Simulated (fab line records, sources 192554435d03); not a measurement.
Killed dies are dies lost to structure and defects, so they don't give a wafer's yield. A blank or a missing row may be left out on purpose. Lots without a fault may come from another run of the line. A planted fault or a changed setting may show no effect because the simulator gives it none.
Chamber matching | flow n5_finfet | N5_BEOL_M1_DESCUM_33 on rie_diel-05: 4 sister chambers
The step chemistry O2, time 7 s. 4 wafers are shown with their chamber, then 8 later ones without.

WAFERS WITH THEIR CHAMBER
wafer  | chamber | showerhead_plenum_p_Torr (Torr)
L082.3 | 0       | 2.24
L082.5 | 3       | 2.08
L080.5 | 2       | 2.08
L084.2 | 1       | 2.11

WAFERS WITHOUT THEIR CHAMBER
wafer  | showerhead_plenum_p_Torr (Torr)
L084.4 | 2.08
L084.6 | 2.11
L087.3 | 2.08
L087.4 | 2.23
L087.5 | 2.11
L092.1 | 2.08
L092.2 | 2.23
L092.3 | 2.10

WHICH CHAMBER EACH WENT THROUGH
wafer  | from the rows above          | in truth
L084.4 | can't be placed: 2 or 3      | 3
L084.6 | 1                            | 1
L087.3 | can't be placed: 2 or 3      | 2
L087.4 | 0                            | 0
L087.5 | 1                            | 1
L092.1 | can't be placed: 2 or 3      | 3
L092.2 | 0                            | 0
L092.3 | can't be placed: 1 or 2 or 3 | 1
Placed correctly: 4 of 8. Can't be placed from these rows: 4 (the true chamber is among the candidates in 4). Placed wrongly: 0.
How it was worked out, from the rows above alone: a wafer's distance from a chamber is the root of the sum, over the readings, of the square of ((its reading less the chamber's mean) divided by the reading's scatter). The wafer belongs to the nearest chamber; if the next one is less than 2 further off, it can't be placed. A chamber's mean is the mean of its shown wafers. The scatter: with one shown wafer a chamber, the root of the mean of the squares of how far each hidden wafer lies from its nearest shown one.
